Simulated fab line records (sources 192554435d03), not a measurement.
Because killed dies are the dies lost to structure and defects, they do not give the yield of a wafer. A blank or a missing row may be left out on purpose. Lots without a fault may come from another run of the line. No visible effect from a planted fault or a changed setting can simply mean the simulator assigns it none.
What tool caused it?	flow n5-finfet	10 lots with 25 wafers sampled at 5 steps, on a route of 1938 steps

WHAT EACH GAUGE READ, for each wafer
N5_BEOL_M4_RC_MEAS_101.
lot	measured	on	DIBL_N (mV/V)
L824	day 9 11:49	prober-02	36.7 36.7 33.5
L826	day 9 22:49	prober-01	36.7 35.8
L829	day 10 23:28	prober-02	36.8 34.7
L831	day 11 05:56	prober-01	34.2 35.1 36.6
L833	day 11 12:44	prober-02	35.8 36.3
L836	day 11 22:16	prober-02	37.8 37.5
L838	day 12 20:21	prober-02	34.7 36.8
L842	day 14 05:24	prober-02	35.8 33.6 34.9
L845	day 15 06:46	prober-01	35.3 35.7 37.0
L846	day 15 11:20	prober-02	34.3 31.8 33.2

TOOL THAT RAN EACH LOT (tool first, then ch and the chambers of the sampled wafers, then the start)
lot	N5_BEOL_M2_DESCUM_33	N5_BEOL_M2_VIA_ETCH_34	N5_BEOL_M2_STRIP_97	N5_BEOL_M2_ALD_84
L824	rie-diel-06 ch 1,2,3, day 6 15:32	rie-diel-02 ch 2,3, day 7 07:38	rie-diel-02 ch 2,3, day 7 08:38 or earlier	ald-metal-04 ch 0,1, day 7 08:38
L826	rie-diel-02 ch 3, day 7 18:42	rie-diel-06 ch 2,3, day 8 21:42	rie-diel-06 ch 2,3, day 8 22:35 or earlier	ald-metal-02 ch 0,2, day 8 22:35
L829	rie-diel-06 ch 1,2, day 8 00:11	rie-diel-06 ch 0,3, day 9 08:34	rie-diel-06 ch 0,3, day 9 09:49 or earlier	ald-metal-02 ch 2,3, day 9 09:49
L831	rie-diel-02 ch 0,1,3, day 8 17:14	rie-diel-02 ch 0,3, day 9 09:46	rie-diel-02 ch 0,3, day 9 10:26 or earlier	ald-metal-02 ch 0,3, day 9 10:26
L833	rie-diel-02 ch 3, day 9 08:51	rie-diel-02 ch 0,1, day 10 11:42	rie-diel-02 ch 0,1, day 10 13:01 or earlier	ald-metal-02 ch 0, day 10 13:01
L836	rie-diel-05 ch 1, day 9 19:39	rie-diel-02 ch 1,2, day 10 08:34	rie-diel-02 ch 1,2, day 10 09:31 or earlier	ald-metal-03 ch 0, day 10 09:31
L838	rie-diel-05 ch 1,2, day 10 08:05	rie-diel-02 ch 2,3, day 10 15:20	rie-diel-02 ch 2,3, day 10 16:04 or earlier	ald-metal-04 ch 2,3, day 10 16:04
L842	rie-diel-02 ch 1,3, day 11 22:34	rie-diel-06 ch 0,2,3, day 11 23:41	rie-diel-06 ch 0,2,3, day 12 00:22 or earlier	ald-metal-02 ch 0,1, day 12 00:22
L845	rie-diel-05 ch 1,3, day 12 14:14	rie-diel-05 ch 0,1, day 12 23:19	rie-diel-05 ch 0,1, day 13 00:15 or earlier	ald-metal-03 ch 0,2,3, day 13 00:15
L846	rie-diel-02 ch 0,2, day 12 21:29	rie-diel-05 ch 1,2, day 13 11:53	rie-diel-05 ch 1,2, day 13 12:44 or earlier	ald-metal-04 ch 0,1,3, day 13 12:44
- N5_BEOL_M2_DESCUM_33: chemistry O2, time 7 s.
- N5_BEOL_M2_VIA_ETCH_34: etches the open film in C4F6/O2, target depth 69.4 nm, time 65.9 s.
- N5_BEOL_M2_STRIP_97: strips in N2/H2, time 10 s.
- N5_BEOL_M2_ALD_84: deposits TaN, pulse time 2 s, purge time 3 s, co reactant purge time 2 s.

THE ANSWER, worked out from the rows above alone
Rule: what is usual is taken from the lots themselves. Put in order of their means at a reading, lots are off if they are a third of the lots or fewer, leave a main group of 4 or more, and stand apart from it by a gap of 3 or more times the standard deviation of the main group's means; of several such gaps the widest counts. A main group is skipped when, at the precision printed for the reading in the tables above, its means are all equal. Also off: a lot with no number at a reading for which 4 or more lots have one. All remaining lots with rows at the step are treated as sound.
No lot is off on any of the readings shown, so nothing can be concluded from this.

WHAT THE SIMULATOR HAD INSERTED
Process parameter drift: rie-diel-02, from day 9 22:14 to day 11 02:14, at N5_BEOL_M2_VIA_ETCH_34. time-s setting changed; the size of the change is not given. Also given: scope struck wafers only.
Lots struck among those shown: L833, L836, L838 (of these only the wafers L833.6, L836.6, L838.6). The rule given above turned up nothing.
